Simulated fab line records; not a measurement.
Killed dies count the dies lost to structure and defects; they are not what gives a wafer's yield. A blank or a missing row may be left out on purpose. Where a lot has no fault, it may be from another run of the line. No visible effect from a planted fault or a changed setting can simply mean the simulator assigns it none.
fab line records + flow nand_harc
record
- lots=7
- wafers=21
- last_day=25
route steps=1159 shown A_CONTACT@947 END@1159
lots untouched by any fault: they come from a run of this same line in which no faults occurred
start_h: hours from the record's opening day to when the first of the lot's shown wafers began + wait_h: hours elapsed since this lot's preceding step + " repeats the value in the row above + L1.1+2: a row that stands for several wafers + - no value, or no start given + * or withheld: withheld + < > ~ a bound
route shown NAME@n: names a module that has steps shown in the file, with the first one's number in the route + usual: mean and standard deviation over wafers with no fault + same: alike in all rows + chamber/n: place in a boat + sites: readings site by site + _std_site: the values' standard deviation + _edge_site: outer sites' mean less inner sites' + radius_mm: for every site, how far away it sits from the centre of the wafer + mask NAME#n: copy n + behind: the tool/chamber that last shaped the wafer + hold: cause of the lot's hold/its duration in hours/its outcome + device: names the non-switching transistor (n, p or np) + end of line: the same wafers' tests at the end of the route + where a step has no rows: the recipe by itself + killed: the dies lost at the first sort to structure and to defects; this is not the yield of the wafer + map: a wafer's dies, x killed, . not, _ none there
set.NAME: the setting that was run; set.NAME@STEP: the one run at that earlier step + model.NAME: the simulator's own value behind a step, which no gauge read
lots at selected steps of the route; one table per step, one row per wafer
services: from which hour (start_h, from the record's first day; less than 0 if before it) a tool's chamber was out of use, for how many hours, and why
## steps
# step NHARC_A_CONTACT_ETCH_138
# recipe
- source_w=withheld
- pressure_mtorr=20
- bias_v=3000
- time_s=132
- target_depth_a=12890
- ar_flow_sccm=withheld
- c4f8_flow_sccm=withheld
- o2_flow_sccm=withheld
- chemistry=C4F8/O2/Ar
# step NHARC_A_CONTACT_ETCH_139
# recipe
- source_w=withheld
- pressure_mtorr=20
- bias_v=400
- time_s=137
- target_depth_a=5900
- ar_flow_sccm=withheld
- c4f8_flow_sccm=11.5
- o2_flow_sccm=7.2
- chemistry=C4F8/O2/Ar
| lot.wafer | tool            | chamber | start_h | wait_h | rf_hours_counter_h |
|-----------|-----------------|---------|---------|--------|--------------------|
| L458.4    | har_cap_etch-01 | 0       | 391.09  | 0.1    | -                  |
| L458.6    | "               | 0       | "       | "      | -                  |
| L458.5    | "               | 1       | "       | "      | -                  |
| L462.4    | har_cap_etch-03 | 0       | 396.34  | 0.1    | -                  |
| L462.3    | "               | 1       | "       | "      | -                  |
| L462.5    | "               | 0       | "       | "      | -                  |
| L459.2    | har_cap_etch-01 | 1       | 403.76  | 0.1    | 62                 |
| L459.3    | "               | 1       | "       | "      | -                  |
| L459.5    | "               | 1       | "       | "      | -                  |
| L464.1    | har_cap_etch-01 | 1       | 418.14  | 0.1    | 64                 |
| L464.5    | "               | 0       | "       | "      | -                  |
| L464.6    | "               | 1       | "       | "      | -                  |
| L465.2    | har_cap_etch-01 | 0       | 443.27  | 0.1    | 66                 |
| L465.4    | "               | 0       | "       | "      | -                  |
| L465.6    | "               | 1       | "       | "      | -                  |
| L472.1    | har_cap_etch-02 | 0       | 471.32  | 0.1    | 28                 |
| L472.2    | "               | 1       | "       | "      | 28                 |
| L472.4    | "               | 0       | "       | "      | -                  |
| L480.3    | har_cap_etch-02 | 1       | 528.33  | 0.1    | -                  |
| L480.4    | "               | 0       | "       | "      | -                  |
| L480.6    | "               | 1       | "       | "      | -                  |
# step NHARC_A_CONTACT_ETCH_92
# recipe
- target_depth_a=400
- over_etch_frac=0.5
- time_s=85.7
- ion_energy_ev=120
- ch3f_flow_sccm=50
- o2_flow_sccm=30
- ar_flow_sccm=200
- rf_w=500
- bias_w=100
- chemistry=CH3F/O2
# usual
- ch3f_flow_sccm=50.00/0.14
- drypump_motor_current_A=5.7/0.37
- oes_product_au=0.932/0.026
- rf_vpp_V=244.4/2
- showerhead_plenum_p_Torr=2.46/0.13
- throttle_valve_pct=20.664/0.0092
| lot.wafer | tool        | chamber | start_h | wait_h | ch3f_flow_sccm | drypump_motor_current_A | oes_product_au | rf_hours_counter_h | rf_vpp_V | showerhead_plenum_p_Torr | throttle_valve_pct |
|-----------|-------------|---------|---------|--------|----------------|-------------------------|----------------|--------------------|----------|--------------------------|--------------------|
| L458.4    | rie_diel-03 | 2       | 391.46  | 0.3    | 50.11          | 5.7                     | 0.914          | 31                 | 246.6    | 2.60                     | 20.661             |
| L458.5    | "           | 3       | "       | "      | 50.03          | 5.3                     | 0.932          | -                  | 241.9    | 2.27                     | 20.657             |
| L458.6    | "           | 0       | "       | "      | 49.84          | 5.6                     | 0.927          | -                  | 244.2    | 2.46                     | 20.662             |
| L462.4    | rie_diel-05 | 3       | 396.80  | 0.4    | 50.17          | 5.3                     | 0.947          | 21                 | 245.1    | 2.50                     | 20.662             |
| L462.3    | "           | 1       | "       | "      | 49.89          | 5.6                     | 0.931          | 20                 | 243.1    | 2.34                     | 20.674             |
| L462.5    | "           | 2       | "       | "      | 50.06          | 5.7                     | 0.917          | -                  | 245.0    | 2.50                     | 20.661             |
| L459.3    | rie_diel-05 | 0       | 404.12  | 0.3    | 49.99          | 6.3                     | 0.931          | 23                 | 243.7    | 2.45                     | 20.669             |
| L459.2    | "           | 2       | "       | "      | 50.02          | 5.6                     | 0.921          | 23                 | 244.6    | 2.50                     | 20.672             |
| L459.5    | "           | 0       | "       | "      | 50.20          | 6.3                     | 0.926          | -                  | 244.5    | 2.45                     | 20.656             |
| L464.1    | rie_diel-13 | 3       | 418.51  | 0.3    | 49.99          | 6.1                     | 0.927          | 53                 | 241.5    | 2.27                     | 20.668             |
| L464.6    | "           | 3       | "       | "      | 49.91          | 6.1                     | 0.922          | -                  | 240.6    | 2.27                     | 20.668             |
| L464.5    | "           | 0       | "       | "      | 49.91          | 5.6                     | 0.920          | -                  | 244.6    | 2.44                     | 20.674             |
| L465.4    | rie_diel-03 | 3       | 443.69  | 0.3    | 50.06          | 5.3                     | 0.996          | 7                  | 245.5    | 2.66                     | 20.677             |
| L465.2    | "           | 0       | "       | "      | 50.06          | 5.6                     | 0.996          | 6                  | 244.5    | 2.46                     | 20.660             |
| L465.6    | "           | 3       | "       | "      | 49.86          | 5.3                     | 1.001          | -                  | 247.3    | 2.66                     | 20.664             |
| L472.2    | rie_diel-13 | 0       | 471.74  | 0.3    | 49.91          | 5.6                     | 0.929          | 4                  | 244.8    | 2.43                     | 20.668             |
| L472.4    | "           | 1       | "       | "      | 49.96          | 5.8                     | 0.936          | 4                  | 248.0    | 2.66                     | 20.662             |
| L472.1    | "           | 2       | "       | "      | 50.04          | 5.3                     | 0.921          | 3                  | 245.1    | 2.52                     | 20.658             |
| L480.4    | rie_diel-03 | 1       | 528.73  | 0.3    | 50.16          | 6.4                     | 0.921          | 23                 | 242.6    | 2.29                     | 20.648             |
| L480.3    | "           | 2       | "       | "      | 50.07          | 5.7                     | 0.925          | 23                 | 245.3    | 2.59                     | 20.666             |
| L480.6    | "           | 1       | "       | "      | 50.19          | 6.4                     | 0.917          | -                  | 242.8    | 2.29                     | 20.660             |
# step NHARC_A_CONTACT_ETCH_98
# recipe
- target_depth_a=200
- over_etch_frac=0.5
- time_s=10
- ion_energy_ev=250
- c4f6_flow_sccm=25
- o2_flow_sccm=20
- ar_flow_sccm=500
- rf_w=600
- bias_w=500
- chemistry=C4F6/O2
# usual
- drypump_motor_current_A=5.7/0.37
- oes_product_au=0.956/0.02
- rf_vpp_V=547/4
- showerhead_plenum_p_Torr=3.93/0.2
- throttle_valve_pct=26.904/0.0099
| lot.wafer | tool        | chamber | start_h | wait_h | drypump_motor_current_A | oes_product_au | rf_hours_counter_h | rf_vpp_V | showerhead_plenum_p_Torr | throttle_valve_pct |
|-----------|-------------|---------|---------|--------|-------------------------|----------------|--------------------|----------|--------------------------|--------------------|
| L458.4    | rie_diel-03 | 3       | -       | -      | 5.2                     | 0.957          | 30                 | 540      | 3.64                     | 26.907             |
| L458.5    | "           | 0       | "       | "      | 5.5                     | 0.944          | -                  | 548      | 3.93                     | 26.910             |
| L458.6    | "           | 1       | "       | "      | 6.4                     | 0.943          | -                  | 543      | 3.68                     | 26.916             |
| L462.3    | rie_diel-05 | 1       | -       | -      | 5.6                     | 0.969          | 20                 | 543      | 3.74                     | 26.892             |
| L462.4    | "           | 2       | "       | "      | 5.7                     | 0.963          | 21                 | 548      | 3.99                     | 26.887             |
| L462.5    | "           | 3       | "       | "      | 5.3                     | 0.990          | -                  | 549      | 3.99                     | 26.886             |
| L459.3    | rie_diel-05 | 2       | -       | -      | 5.7                     | 0.953          | 23                 | 548      | 3.98                     | 26.910             |
| L459.2    | "           | 3       | "       | "      | 5.4                     | 0.959          | 23                 | 548      | 3.99                     | 26.913             |
| L459.5    | "           | 2       | "       | "      | 5.7                     | 0.939          | -                  | 547      | 3.98                     | 26.904             |
| L464.1    | rie_diel-13 | 0       | -       | -      | 5.6                     | 0.941          | 53                 | 545      | 3.89                     | 26.892             |
| L464.5    | "           | 0       | "       | "      | 5.6                     | 0.949          | -                  | 548      | 3.89                     | 26.887             |
| L464.6    | "           | 1       | "       | "      | 5.8                     | 0.928          | -                  | 541      | 3.65                     | 26.900             |
| L465.2    | rie_diel-03 | 2       | -       | -      | 5.7                     | 0.999          | 6                  | 552      | 4.13                     | 26.888             |
| L465.4    | "           | 3       | "       | "      | 5.3                     | 1.016          | 7                  | 553      | 4.22                     | 26.907             |
| L465.6    | "           | 2       | "       | "      | 5.7                     | 0.995          | -                  | 551      | 4.13                     | 26.904             |
| L472.1    | rie_diel-13 | 0       | -       | -      | 5.6                     | 0.956          | 4                  | 547      | 3.88                     | 26.897             |
| L472.2    | "           | 1       | "       | "      | 5.8                     | 0.933          | 4                  | 552      | 4.22                     | 26.912             |
| L472.4    | "           | 2       | "       | "      | 5.3                     | 0.924          | 3                  | 549      | 4.01                     | 26.910             |
| L480.4    | rie_diel-03 | 0       | -       | -      | 5.6                     | 0.946          | 21                 | 547      | 3.91                     | 26.904             |
| L480.3    | "           | 1       | "       | "      | 6.4                     | 0.954          | 23                 | 541      | 3.67                     | 26.925             |
| L480.6    | "           | 2       | "       | "      | 5.7                     | 0.948          | -                  | 550      | 4.12                     | 26.901             |
# step NHARC_A_CONTACT_CD_MEAS_15
# usual
- cd_nm=89.9/0.56
| lot.wafer | tool      | chamber | start_h | wait_h | cd_nm |
|-----------|-----------|---------|---------|--------|-------|
| L458.4    | cd_sem-02 | -       | 391.64  | -      | 89.9  |
| L458.5    | "         | -       | "       | "      | 89.3  |
| L458.6    | "         | -       | "       | "      | 89.7  |
| L462.3    | cd_sem-01 | -       | 397.08  | -      | 89.4  |
| L462.4    | "         | -       | "       | "      | 90.7  |
| L462.5    | "         | -       | "       | "      | 90.0  |
| L459.2    | cd_sem-01 | -       | 404.34  | -      | 90.3  |
| L459.3    | "         | -       | "       | "      | 90.3  |
| L459.5    | "         | -       | "       | "      | 89.9  |
| L464.1    | cd_sem-01 | -       | 418.74  | -      | 90.4  |
| L464.5    | "         | -       | "       | "      | 89.9  |
| L464.6    | "         | -       | "       | "      | 90.2  |
| L465.2    | cd_sem-02 | -       | 443.89  | -      | 89.6  |
| L465.4    | "         | -       | "       | "      | 89.7  |
| L465.6    | "         | -       | "       | "      | 89.0  |
| L472.1    | cd_sem-03 | -       | 471.94  | -      | 89.8  |
| L472.2    | "         | -       | "       | "      | 90.3  |
| L472.4    | "         | -       | "       | "      | 89.9  |
| L480.3    | cd_sem-03 | -       | 528.95  | -      | 90.0  |
| L480.4    | "         | -       | "       | "      | 89.3  |
| L480.6    | "         | -       | "       | "      | 89.8  |
# step NHARC_A_CONTACT_STRIP_107
# recipe
- n2_flow_sccm=150
- h2_flow_sccm=150
- ar_flow_sccm=0
- bias_w=0
- chemistry=N2/H2
# step NHARC_A_CONTACT_STRIP_108
# recipe
- cf4_flow_sccm=100
- chf3_flow_sccm=30
- ar_flow_sccm=0
- bias_w=0
- chemistry=CF4/CHF3
# step NHARC_A_CONTACT_STRIP_109
# recipe
- o2_flow_sccm=400
- cos_flow_sccm=20
- ar_flow_sccm=0
- bias_w=0
- chemistry=O2/COS
# step NHARC_A_CONTACT_ETCH_110
# recipe
- target_depth_a=500
- overetch_a=50
- time_s=27.5
- ion_energy_ev=100
- cf4_flow_sccm=80
- o2_flow_sccm=20
- ar_flow_sccm=0
- rf_w=300
- bias_w=100
- chemistry=CF4/O2
# usual
- drypump_motor_current_A=5.7/0.38
- oes_product_au=0.996/0.01
- rf_vpp_V=198.2/1.8
- showerhead_plenum_p_Torr=1.35/0.077
- throttle_valve_pct=13.397/0.0087
| lot.wafer | tool        | chamber | start_h | wait_h | drypump_motor_current_A | oes_product_au | rf_hours_counter_h | rf_vpp_V | showerhead_plenum_p_Torr | throttle_valve_pct |
|-----------|-------------|---------|---------|--------|-------------------------|----------------|--------------------|----------|--------------------------|--------------------|
| L458.4    | rie_diel-03 | 1       | 391.95  | 0.1    | 6.3                     | 0.993          | 31                 | 195.8    | 1.25                     | 13.393             |
| L458.5    | "           | 2       | "       | "      | 5.7                     | 0.996          | -                  | 198.5    | 1.41                     | 13.396             |
| L458.6    | "           | 3       | "       | "      | 5.3                     | 1.019          | -                  | 194.2    | 1.23                     | 13.387             |
| L462.3    | rie_diel-13 | 2       | 398.02  | 0.2    | 5.3                     | 1.004          | 40                 | 196.7    | 1.37                     | 13.400             |
| L462.4    | "           | 3       | "       | "      | 6.1                     | 0.999          | 47                 | 195.5    | 1.23                     | 13.389             |
| L462.5    | "           | 2       | "       | "      | 5.3                     | 1.012          | -                  | 199.9    | 1.37                     | 13.415             |
| L459.3    | rie_diel-03 | 1       | 404.64  | 0.1    | 6.4                     | 0.997          | 1                  | 195.3    | 1.25                     | 13.395             |
| L459.2    | "           | 3       | "       | "      | 5.2                     | 1.024          | 1                  | 200.2    | 1.45                     | 13.394             |
| L459.5    | "           | 1       | "       | "      | 6.4                     | 0.987          | -                  | 195.1    | 1.25                     | 13.405             |
| L464.1    | rie_diel-03 | 0       | 419.04  | 0.1    | 5.5                     | 0.996          | 4                  | 199.6    | 1.33                     | 13.397             |
| L464.6    | "           | 2       | "       | "      | 5.7                     | 1.002          | -                  | 198.8    | 1.41                     | 13.389             |
| L464.5    | "           | 3       | "       | "      | 5.2                     | 1.005          | -                  | 200.9    | 1.45                     | 13.410             |
| L465.2    | rie_diel-03 | 0       | 444.39  | 0.1    | 5.6                     | 0.990          | 7                  | 198.6    | 1.33                     | 13.403             |
| L465.4    | "           | 1       | "       | "      | 6.3                     | 0.977          | 6                  | 197.7    | 1.24                     | 13.396             |
| L465.6    | "           | 3       | "       | "      | 5.2                     | 1.002          | -                  | 200.4    | 1.44                     | 13.403             |
| L472.4    | rie_diel-13 | 1       | 472.24  | 0.1    | 5.8                     | 1.006          | 4                  | 199.8    | 1.44                     | 13.397             |
| L472.2    | "           | 2       | "       | "      | 5.3                     | 0.998          | 3                  | 198.5    | 1.37                     | 13.399             |
| L472.1    | "           | 3       | "       | "      | 6.1                     | 1.004          | 3                  | 201.0    | 1.45                     | 13.392             |
| L480.3    | rie_diel-03 | 2       | 529.24  | 0.1    | 5.7                     | 0.991          | 24                 | 199.1    | 1.41                     | 13.405             |
| L480.4    | "           | 3       | "       | "      | 5.2                     | 1.013          | 24                 | 199.0    | 1.44                     | 13.389             |
| L480.6    | "           | 1       | "       | "      | 6.4                     | 0.987          | -                  | 195.9    | 1.24                     | 13.413             |
# step NHARC_A_CONTACT_STRIP_26
# recipe
- o2_flow_sccm=500
- ar_flow_sccm=0
- bias_w=0
- chemistry=O2
# usual
- drypump_motor_current_A=5.7/0.38
- oes_product_au=0.994/0.01
- rf_vpp_V=57.8/0.97
- showerhead_plenum_p_Torr=3.57/0.19
- throttle_valve_pct=17.036/0.01
| lot.wafer | tool        | chamber | start_h | wait_h | drypump_motor_current_A | oes_product_au | rf_hours_counter_h | rf_vpp_V | showerhead_plenum_p_Torr | throttle_valve_pct |
|-----------|-------------|---------|---------|--------|-------------------------|----------------|--------------------|----------|--------------------------|--------------------|
| L458.4    | rie_diel-03 | 1       | -       | -      | 6.4                     | 0.986          | 31                 | 56.9     | 3.30                     | 17.022             |
| L458.6    | "           | 2       | "       | "      | 5.8                     | 0.995          | -                  | 58.5     | 3.72                     | 17.049             |
| L458.5    | "           | 3       | "       | "      | 5.3                     | 1.003          | -                  | 57.6     | 3.27                     | 17.040             |
| L462.4    | rie_diel-13 | 3       | -       | -      | 6.1                     | 0.990          | 47                 | 56.1     | 3.27                     | 17.036             |
| L462.3    | "           | 0       | "       | "      | 5.6                     | 0.989          | 47                 | 57.0     | 3.50                     | 17.047             |
| L462.5    | "           | 1       | "       | "      | 5.8                     | 0.976          | -                  | 57.5     | 3.28                     | 17.025             |
| L459.3    | rie_diel-03 | 3       | -       | -      | 5.3                     | 0.999          | 1                  | 57.2     | 3.81                     | 17.039             |
| L459.2    | "           | 2       | "       | "      | 5.7                     | 0.981          | 1                  | 58.6     | 3.72                     | 17.037             |
| L459.5    | "           | 3       | "       | "      | 5.3                     | 0.988          | -                  | 58.5     | 3.81                     | 17.025             |
| L464.1    | rie_diel-03 | 2       | -       | -      | 5.7                     | 0.990          | 3                  | 57.7     | 3.72                     | 17.032             |
| L464.6    | "           | 1       | "       | "      | 6.4                     | 0.995          | -                  | 56.2     | 3.30                     | 17.034             |
| L464.5    | "           | 2       | "       | "      | 5.7                     | 0.993          | -                  | 56.5     | 3.72                     | 17.012             |
| L465.4    | rie_diel-03 | 0       | -       | -      | 5.6                     | 0.994          | 7                  | 57.4     | 3.53                     | 17.038             |
| L465.2    | "           | 1       | "       | "      | 6.4                     | 0.989          | 6                  | 56.6     | 3.30                     | 17.051             |
| L465.6    | "           | 0       | "       | "      | 5.5                     | 0.995          | -                  | 57.2     | 3.53                     | 17.056             |
| L472.2    | rie_diel-13 | 0       | -       | -      | 5.6                     | 0.998          | 4                  | 57.6     | 3.49                     | 17.037             |
| L472.4    | "           | 1       | "       | "      | 5.8                     | 0.986          | 4                  | 58.6     | 3.81                     | 17.037             |
| L472.1    | "           | 2       | "       | "      | 5.3                     | 0.986          | 3                  | 58.7     | 3.61                     | 17.029             |
| L480.3    | rie_diel-03 | 2       | -       | -      | 5.7                     | 0.998          | 24                 | 58.4     | 3.71                     | 17.036             |
| L480.4    | "           | 0       | "       | "      | 5.6                     | 0.989          | 21                 | 57.7     | 3.52                     | 17.041             |
| L480.6    | "           | 1       | "       | "      | 6.4                     | 0.990          | -                  | 56.6     | 3.29                     | 17.034             |
# step NHARC_A_CONTACT_STRIP_27
# recipe
- time_s=600
- temp_c=30
- chemistry=post_etch_residue_remover
# step NHARC_A_CONTACT_ALD_18
# recipe
- target_thk_a=30
- pulse_time_s=1
- ald_cycles=150
- temp_c=450
- material=TiN
# step NHARC_A_CONTACT_CVD_19
# recipe
- target_thk_a=3000
- temp_c=300
- pressure_torr=40
- wf6_flow_sccm=40
- h2_flow_sccm=1600
- ar_flow_sccm=1560
- time_s=802
- material=W
# usual
- heater_power_w=457/29
- throttle_valve_pct=7.97/0.25
| lot.wafer | tool     | chamber | start_h | wait_h | heater_power_w | throttle_valve_pct |
|-----------|----------|---------|---------|--------|----------------|--------------------|
| L458.4    | cvd_w-02 | 1       | 394.98  | -      | 421            | 7.79               |
| L458.5    | "        | 0       | "       | "      | 453            | 8.01               |
| L458.6    | "        | 1       | "       | "      | 417            | 7.88               |
| L462.3    | cvd_w-01 | 0       | 399.25  | -      | 504            | 8.49               |
| L462.4    | "        | 1       | "       | "      | 431            | 8.04               |
| L462.5    | "        | 1       | "       | "      | 456            | 8.11               |
| L459.2    | cvd_w-02 | 1       | 406.00  | -      | 435            | 8.10               |
| L459.3    | "        | 1       | "       | "      | 433            | 8.09               |
| L459.5    | "        | 0       | "       | "      | 444            | 7.49               |
| L464.1    | cvd_w-02 | 0       | 424.34  | -      | 451            | 7.67               |
| L464.6    | "        | 0       | "       | "      | 447            | 7.64               |
| L464.5    | "        | 1       | "       | "      | 436            | 8.25               |
| L464.1    | cvd_w-02 | 0       | 425.64  | 1.2    | 448            | 7.47               |
| L464.6    | "        | 0       | "       | "      | 446            | 7.37               |
| L464.5    | "        | 1       | "       | "      | 429            | 8.04               |
| L465.2    | cvd_w-02 | 1       | 445.95  | -      | 436            | 8.16               |
| L465.4    | "        | 0       | "       | "      | 454            | 7.72               |
| L465.6    | "        | 1       | "       | "      | 436            | 7.89               |
| L465.2    | cvd_w-02 | 1       | 446.95  | 0.9    | 437            | 8.39               |
| L465.4    | "        | 0       | "       | "      | 449            | 7.84               |
| L465.6    | "        | 1       | "       | "      | 421            | 7.97               |
| L472.1    | cvd_w-01 | 0       | 473.29  | -      | 517            | 8.23               |
| L472.2    | "        | 1       | "       | "      | 457            | 8.01               |
| L472.4    | "        | 1       | "       | "      | 466            | 7.95               |
| L472.1    | cvd_w-01 | 0       | 487.02  | 13.6   | 492            | 8.34               |
| L472.2    | "        | 1       | "       | "      | 447            | 8.00               |
| L472.4    | "        | 1       | "       | "      | 452            | 8.01               |
| L480.4    | cvd_w-02 | 1       | 531.98  | -      | 443            | 8.00               |
| L480.3    | "        | 0       | "       | "      | 452            | 7.66               |
| L480.6    | "        | 1       | "       | "      | 427            | 8.16               |
# step NHARC_A_CONTACT_CMP_20
# recipe
- t_overpolish_s=30
- target_thk_nm=300
# usual
- motor_current_A=12.1/1.1
- overpolish_run_s=30.000/0.0083
- slurry_flow_ml_min=150.0/0.47
- time_to_endpoint_s=60.1/3
| lot.wafer | tool   | chamber | start_h | wait_h | motor_current_A | overpolish_run_s | slurry_flow_ml_min | time_to_endpoint_s |
|-----------|--------|---------|---------|--------|-----------------|------------------|--------------------|--------------------|
| L458.4    | cmp-01 | 1       | 395.57  | 0.5    | 11.6            | 29.984           | 150.7              | 53.5               |
| L458.6    | "      | 2       | "       | "      | 12.4            | 29.983           | 150.0              | 57.7               |
| L458.5    | "      | 3       | "       | "      | 13.3            | 29.992           | 150.5              | 56.1               |
| L462.3    | cmp-02 | 0       | 399.89  | 0.5    | 12.1            | 30.002           | 149.7              | 62.5               |
| L462.4    | "      | 2       | "       | "      | 12.3            | 30.010           | 148.8              | 62.4               |
| L462.5    | "      | 1       | "       | "      | 11.5            | 30.000           | 150.3              | 62.0               |
| L459.2    | cmp-02 | 3       | 406.76  | 0.6    | 10.4            | 30.002           | 149.4              | 53.8               |
| L459.3    | "      | 1       | "       | "      | 10.7            | 29.992           | 149.8              | 60.7               |
| L459.5    | "      | 3       | "       | "      | 10.6            | 30.013           | 148.9              | 54.6               |
| L464.1    | cmp-04 | 3       | 426.66  | 0.9    | 14.2            | 29.993           | 150.3              | 120.5              |
| L464.6    | "      | 2       | "       | "      | 12.1            | 30.004           | 150.7              | 116.3              |
| L464.5    | "      | 3       | "       | "      | 14.2            | 30.010           | 150.0              | 115.5              |
| L465.4    | cmp-01 | 1       | 447.97  | 0.5    | 11.4            | 30.000           | 150.6              | 112.7              |
| L465.2    | "      | 3       | "       | "      | 13.3            | 29.988           | 149.6              | 113.3              |
| L465.6    | "      | 1       | "       | "      | 12.1            | 29.993           | 150.7              | 115.3              |
| L472.2    | cmp-02 | 0       | 488.01  | 0.7    | 11.8            | 29.996           | 148.9              | 125.0              |
| L472.1    | "      | 1       | "       | "      | 11.0            | 30.010           | 149.9              | 123.0              |
| L472.4    | "      | 2       | "       | "      | 12.1            | 30.007           | 150.4              | 123.6              |
| L480.4    | cmp-04 | 2       | 532.62  | 0.5    | 12.6            | 29.993           | 149.7              | 58.0               |
| L480.3    | "      | 0       | "       | "      | 13.0            | 29.994           | 150.1              | 57.3               |
| L480.6    | "      | 3       | "       | "      | 13.9            | 30.007           | 149.6              | 55.2               |
# step NHARC_END_SORT_01
# recipe
- temp_c=25
# usual
- killed_at_array=25/9.2
- killed_at_other=0.9/1.3
- killed_at_periphery=3.3/2.3
- killed_dies=29/9.6
- killed_open=3.2/1.8
- killed_short=2/1.4
# same
- gross_dies=677
| lot.wafer | tool      | chamber | start_h | wait_h | killed_at_array | killed_at_other | killed_at_periphery | killed_dies | killed_open | killed_short |
|-----------|-----------|---------|---------|--------|-----------------|-----------------|---------------------|-------------|-------------|--------------|
| L464.1    | prober-02 | 0       | 485.93  | 2.5    | 34              | 0               | 3                   | 37          | 5           | 4            |
| L464.5    | prober-02 | 0       | 489.13  | 3.7    | 29              | 1               | 1                   | 31          | 1           | 2            |
| L464.6    | prober-02 | 0       | 489.93  | 4.0    | 37              | 0               | 3                   | 40          | 6           | 3            |
| L472.1    | prober-01 | 0       | 537.01  | 2.5    | 14              | 6               | 3                   | 23          | 3           | 4            |
| L472.4    | prober-01 | 0       | 539.42  | 3.4    | 14              | 1               | 6                   | 21          | 3           | 1            |
# killed by level:class
L464.1 A_CHANNEL_HOLE_D1:chamber_film_flake=11 A_STAIRCASE:chamber_film_flake=6 A_CONTACT:chamber_film_flake=6 A_SLIT:chamber_film_flake=3 P_M0:geometric_particle:open=2 A_M0:chamber_film_flake=2 P_CONTACT:geometric_particle:short=1 A_ONON_D1:geometric_particle:short=1
L464.5 A_SLIT:chamber_film_flake=7 A_CHANNEL_HOLE_D1:chamber_film_flake=6 A_CONTACT:chamber_film_flake=6 A_STAIRCASE:chamber_film_flake=5 A_BONDPAD:chamber_film_flake=2 P_M0:geometric_particle:open=1 A_CHANNEL_FILL_D1:geometric_particle:short=1 A_BLC:geometric_particle:short=1
L464.6 A_CHANNEL_HOLE_D1:chamber_film_flake=16 A_SLIT:chamber_film_flake=8 A_STAIRCASE:chamber_film_flake=4 P_M0:geometric_particle:open=2 A_CONTACT:chamber_film_flake=2 P_CONTACT:geometric_particle:open=1 A_CHANNEL_FILL_D1:geometric_particle:short=1 A_CHANNEL_FILL_D1:geometric_particle:open=1
L472.1 THIN_TSV:chamber_film_flake=6 A_CHANNEL_HOLE_D1:chamber_film_flake=3 A_STAIRCASE:chamber_film_flake=3 A_CONTACT:chamber_film_flake=2 P_GATE:geometric_particle:open=1 P_M0:geometric_particle:open=1 A_CHANNEL_FILL_D1:geometric_particle:short=1 A_CHANNEL_FILL_D1:geometric_particle:open=1
L472.4 A_CHANNEL_HOLE_D1:chamber_film_flake=5 A_STAIRCASE:chamber_film_flake=3 A_CONTACT:chamber_film_flake=3 P_CONTACT:chamber_film_flake=2 P_GATE:geometric_particle:short=1 P_M0:geometric_particle:open=1 P_M1:geometric_particle:open=1 A_CONTACT:geometric_particle:open=1
## services
| tool            | chamber | start_h | hours | kind   |
|-----------------|---------|---------|-------|--------|
| rie_diel-03     | 0       | 371.35  | -     | clean  |
| rie_diel-03     | 1       | 371.35  | -     | clean  |
| rie_diel-03     | 2       | 371.35  | -     | clean  |
| cmp-01          | -       | 375.50  | 4.0   | pm     |
| cvd_w-02        | -       | 379.65  | 13.0  | pm     |
| rie_diel-03     | -       | 392.30  | 9.0   | pm     |
| cmp-02          | -       | 397.79  | 1.1   | repair |
| cmp-04          | -       | 399.13  | 4.0   | pm     |
| rie_diel-13     | 2       | 402.42  | 2.0   | repair |
| rie_diel-13     | -       | 417.30  | 0.8   | repair |
| cmp-02          | -       | 422.66  | 4.0   | pm     |
| cmp-02          | -       | 445.32  | 2.6   | repair |
| rie_diel-13     | -       | 453.19  | 9.0   | pm     |
| cmp-01          | -       | 473.53  | 4.0   | pm     |
| cvd_w-01        | -       | 474.02  | 13.0  | pm     |
| cvd_w-02        | -       | 482.44  | 0.6   | repair |
| har_cap_etch-03 | -       | 496.44  | 0.7   | repair |
| cmp-04          | -       | 497.13  | 4.0   | pm     |
| rie_diel-03     | 0       | 507.85  | 12.3  | repair |
| cvd_w-01        | -       | 515.86  | 1.4   | repair |
| rie_diel-13     | 0       | 517.28  | 4.2   | repair |
| rie_diel-05     | -       | 517.68  | 9.0   | pm     |
| cmp-02          | -       | 520.66  | 4.0   | pm     |
| cmp-04          | -       | 524.49  | 6.1   | repair |
## key
first_sign
- step=NHARC_A_CONTACT_CVD_19
- reading=visit
- direction=added
effect
- step=NHARC_A_CONTACT_CMP_20
- reading=time_to_endpoint_s
- direction=up
- sigmas=20
- usual=*
- struck=*
met_at NHARC_A_CONTACT_CVD_19
struck_wafers L464.1,L464.5,L464.6,L465.2,L465.4,L465.6,L472.1,L472.2,L472.4
rows_end L472.2
tester_left_out L464,L465,L472
fault
- kind=repeated_step_whole
- tool=cvd_w-01,cvd_w-02
- chamber=-
- onset_h=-
- steps=NHARC_A_CONTACT_CVD_19
- times=1
- scope=struck_lots_only
# tester_left_out: of these lots the tester's yield and bins aren't shown, on N5 and GAA mostly nor the transistor test; their killed dies are dies lost to structure and defects alone, not to doping, threshold or leakage, so they don't give the yield
# rows_end: these wafers met a further fault down the route, and their rows from its step on are left out
